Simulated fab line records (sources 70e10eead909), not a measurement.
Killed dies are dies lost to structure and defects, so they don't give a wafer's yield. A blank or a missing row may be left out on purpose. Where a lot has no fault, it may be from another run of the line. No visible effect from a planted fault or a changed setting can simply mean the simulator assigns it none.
Which tool did it? | flow nand-harc | 24 lots, 72 wafers sampled, at 3 steps of a route of 1302

== WHAT EACH GAUGE READ, for each wafer ==
NHARC_A_ONON_D2_THK_MEAS_14: measures by ellipsometry. Usual: thk-nm 1000 nm, standard deviation 11.
lot  | measured     | on            | thk-nm (nm)    | flag
L074 | day 12 00:28 | film-metro-02 | 1008 1009 1008 |
L075 | day 13 05:21 | film-metro-02 | 1004 1003 1003 |
L076 | day 13 13:08 | film-metro-02 | 1008 1007 1007 |
L077 | day 14 15:45 | film-metro-01 | 999 999 1000   |
L078 | day 14 15:44 | film-metro-02 | 1005 1007 1004 |
L080 | day 14 19:22 | film-metro-02 | 999 998 999    |
L079 | day 15 06:58 | film-metro-02 | 1008 1005 1008 |
L081 | day 15 14:21 | film-metro-02 | 993 993 995    |
L082 | day 15 21:38 | film-metro-02 | 1014 1014 1013 |
L083 | day 16 06:43 | film-metro-02 | 1012 1015 1016 |
L084 | day 17 04:59 | film-metro-02 | 999 996 999    |
L085 | day 17 04:57 | film-metro-01 | 1000 1002 1001 |
L086 | day 17 21:05 | film-metro-02 | 997 996 1000   |
L087 | day 17 21:05 | film-metro-01 | 972 974 973    |
L089 | day 18 22:33 | film-metro-01 | 993 994 993    |
L088 | day 19 10:26 | film-metro-02 | 1003 1004 1004 |
L090 | day 19 10:20 | film-metro-02 | 985 985 985    |
L091 | day 19 22:31 | film-metro-01 | 986 986 985    |
L092 | day 19 22:30 | film-metro-02 | 990 989 989    |
L093 | day 20 14:27 | film-metro-01 | 1019 1019 1019 |
L094 | day 20 14:28 | film-metro-02 | 1004 1006 1004 |
L095 | day 21 03:05 | film-metro-02 | 996 995 998    |
L096 | day 21 10:38 | film-metro-01 | 987 986 986    |
L097 | day 22 14:02 | film-metro-02 | 1014 1012 1013 |

== EACH LOT AND THE TOOL THAT RAN IT (in order: tool; ch and the chambers of the sampled wafers; start) ==
lot  | NHARC_A_CHANNEL_FILL_D1_CMP_10 | NHARC_A_DECK1_JOINT_ETCHBACK_07
L074 | cmp-03 ch 0,3, day 10 06:50    | rie-si-02 ch 0,1,2, day 10 07:20
L075 | cmp-02 ch 0,1,2, day 11 17:40  | rie-si-01 ch 1,2,3, day 11 18:07
L076 | cmp-01 ch 0,1,2, day 11 22:58  | rie-si-04 ch 1,2,3, day 11 23:27
L077 | cmp-02 ch 0,2,3, day 12 19:01  | rie-si-01 ch 0,1,3, day 12 19:29
L078 | cmp-03 ch 0,3, day 12 19:01    | rie-si-04 ch 1,2, day 12 19:31
L080 | cmp-03 ch 0,1, day 13 02:44    | rie-si-04 ch 1,3, day 13 03:11
L079 | cmp-02 ch 2,3, day 13 09:57    | rie-si-01 ch 1,2,3, day 13 10:28
L081 | cmp-01 ch 0,1,3, day 14 00:22  | rie-si-04 ch 0,1,2, day 14 00:49
L082 | cmp-01 ch 1,2,3, day 14 07:32  | rie-si-01 ch 0,1,2, day 14 08:01
L083 | cmp-01 ch 0,1, day 14 15:28    | rie-si-04 ch 0,1, day 14 15:56
L084 | cmp-02 ch 0,1,2, day 15 11:23  | rie-si-01 ch 0,1,3, day 15 11:52
L085 | cmp-03 ch 1,3, day 15 15:50    | rie-si-04 ch 2,3, day 15 16:19
L086 | cmp-01 ch 0,1,2, day 16 00:35  | rie-si-04 ch 0,2,3, day 16 01:03
L087 | cmp-03 ch 0,2,3, day 16 00:37  | rie-si-02 ch 1,2,3, day 16 01:04
L089 | cmp-02 ch 0,3, day 17 08:50    | rie-si-04 ch 0,2,3, day 17 09:21
L088 | cmp-01 ch 0,2, day 17 13:46    | rie-si-04 ch 0,2,3, day 17 14:15
L090 | cmp-03 ch 0,1,3, day 17 23:24  | rie-si-02 ch 1,2,3, day 17 23:52
L091 | cmp-03 ch 2,3, day 18 05:49    | rie-si-02 ch 1,2,3, day 18 06:19
L092 | cmp-02 ch 0,2,3, day 18 05:52  | rie-si-04 ch 0,2,3, day 18 06:19
L093 | cmp-01 ch 0,1, day 19 00:41    | rie-si-01 ch 0,3, day 19 01:10
L094 | cmp-03 ch 1,3, day 19 00:41    | rie-si-04 ch 2,3, day 19 01:10
L095 | cmp-03 ch 2,3, day 19 14:41    | rie-si-01 ch 0,1,2, day 19 15:10
L096 | cmp-03 ch 0,3, day 19 21:11    | rie-si-04 ch 1,2,3, day 19 21:40
L097 | cmp-02 ch 0,2,3, day 20 17:14  | rie-si-01 ch 0,1,2, day 20 17:43
- NHARC_A_CHANNEL_FILL_D1_CMP_10: polishes, target thk 150 nm.
- NHARC_A_DECK1_JOINT_ETCHBACK_07: etches the open film in HBr, target depth 105 nm, time 26.9 s.

== AS READ BY THE TOOLS THEMSELVES (means over the sampled wafers that have a number; for cases with no such wafer, the mark the record gives instead) ==
NHARC_A_CHANNEL_FILL_D1_CMP_10. Usual: motor-current-A 12.1 A, standard deviation 1.2; time-to-endpoint-s 15 s, standard deviation 3.4.
lot  | tool   | motor-current-A (A) | time-to-endpoint-s (s) | flag
L074 | cmp-03 | 12.5                | 9                      |
L075 | cmp-02 | 12.0                | 17                     |
L076 | cmp-01 | 12.4                | 16                     |
L077 | cmp-02 | 11.3                | 16                     |
L078 | cmp-03 | 12.6                | 11                     |
L080 | cmp-03 | 14.0                | 10                     |
L079 | cmp-02 | 11.4                | 17                     |
L081 | cmp-01 | 11.5                | 18                     |
L082 | cmp-01 | 12.4                | 19                     |
L083 | cmp-01 | 11.4                | 17                     |
L084 | cmp-02 | 11.9                | 15                     |
L085 | cmp-03 | 12.9                | 13                     |
L086 | cmp-01 | 12.2                | 17                     |
L087 | cmp-03 | 12.1                | 14                     |
L089 | cmp-02 | 11.5                | 14                     |
L088 | cmp-01 | 12.4                | 16                     |
L090 | cmp-03 | 13.0                | 11                     |
L091 | cmp-03 | 11.2                | 15                     |
L092 | cmp-02 | 11.4                | 14                     |
L093 | cmp-01 | 11.9                | 20                     |
L094 | cmp-03 | 12.8                | 13                     |
L095 | cmp-03 | 11.8                | 12                     |
L096 | cmp-03 | 12.5                | 11                     |
L097 | cmp-02 | 11.5                | 16                     |

NHARC_A_DECK1_JOINT_ETCHBACK_07. Usual: drypump-motor-current-A 5.7 A, standard deviation 0.32; oes-product-au 1.002 a.u., standard deviation 0.014; rf-fwd-power-W 344.5 W, standard deviation 2; throttle-valve-pct 23.267 %, standard deviation 0.0093.
lot  | tool      | drypump-motor-current-A (A) | oes-product-au (a.u.) | rf-fwd-power-W (W) | throttle-valve-pct (%) | flag
L074 | rie-si-02 | 5.5                         | 0.989                 | 345.0              | 23.269                 |
L075 | rie-si-01 | 5.8                         | 1.007                 | 344.2              | 23.263                 |
L076 | rie-si-04 | 5.7                         | 1.004                 | 344.5              | 23.264                 |
L077 | rie-si-01 | 5.9                         | 0.993                 | 345.0              | 23.265                 |
L078 | rie-si-04 | 5.6                         | 1.003                 | 343.9              | 23.256                 |
L080 | rie-si-04 | 5.5                         | 1.015                 | 343.9              | 23.274                 |
L079 | rie-si-01 | 5.8                         | 0.995                 | 343.9              | 23.266                 |
L081 | rie-si-04 | 5.7                         | 1.006                 | 344.4              | 23.260                 |
L082 | rie-si-01 | 5.8                         | 0.984                 | 344.7              | 23.273                 |
L083 | rie-si-04 | 5.4                         | 0.999                 | 344.0              | 23.273                 |
L084 | rie-si-01 | 5.9                         | 0.984                 | 344.8              | 23.272                 |
L085 | rie-si-04 | 6.0                         | 0.984                 | 345.4              | 23.266                 |
L086 | rie-si-04 | 5.8                         | 1.010                 | 344.9              | 23.272                 |
L087 | rie-si-02 | 5.4                         | 1.007                 | 343.2              | 23.267                 |
L089 | rie-si-04 | 5.8                         | 1.009                 | 345.2              | 23.265                 |
L088 | rie-si-04 | 5.8                         | 1.003                 | 344.8              | 23.267                 |
L090 | rie-si-02 | 5.4                         | 0.998                 | 343.0              | 23.265                 |
L091 | rie-si-02 | 5.4                         | 1.001                 | 342.7              | 23.263                 |
L092 | rie-si-04 | 5.8                         | 1.012                 | 345.2              | 23.257                 |
L093 | rie-si-01 | 6.1                         | 1.001                 | 344.4              | 23.268                 |
L094 | rie-si-04 | 6.0                         | 0.993                 | 343.8              | 23.264                 |
L095 | rie-si-01 | 5.8                         | 0.996                 | 344.0              | 23.270                 |
L096 | rie-si-04 | 5.8                         | 1.002                 | 345.6              | 23.271                 |
L097 | rie-si-01 | 5.8                         | 1.003                 | 343.9              | 23.268                 |

== THE ANSWER, worked out from the rows above alone ==
Rule: a lot counts as off when the mean over its wafers that have a number is more than 3 standard deviations away from the usual mean. Also off: a lot with no number at a reading for which 4 or more lots have one. The other lots that the step has rows for count as sound. Order of review: gauges by route order, followed by the tools' own readings, for which a lot's mean as printed above is used. The first step at which some lot is off is used, and at that step the reading that is off furthest; a lot without a number counts as furthest.
Nothing can be told from this: no lot is off at any reading shown.

== WHAT THE SIMULATOR PUT IN ==
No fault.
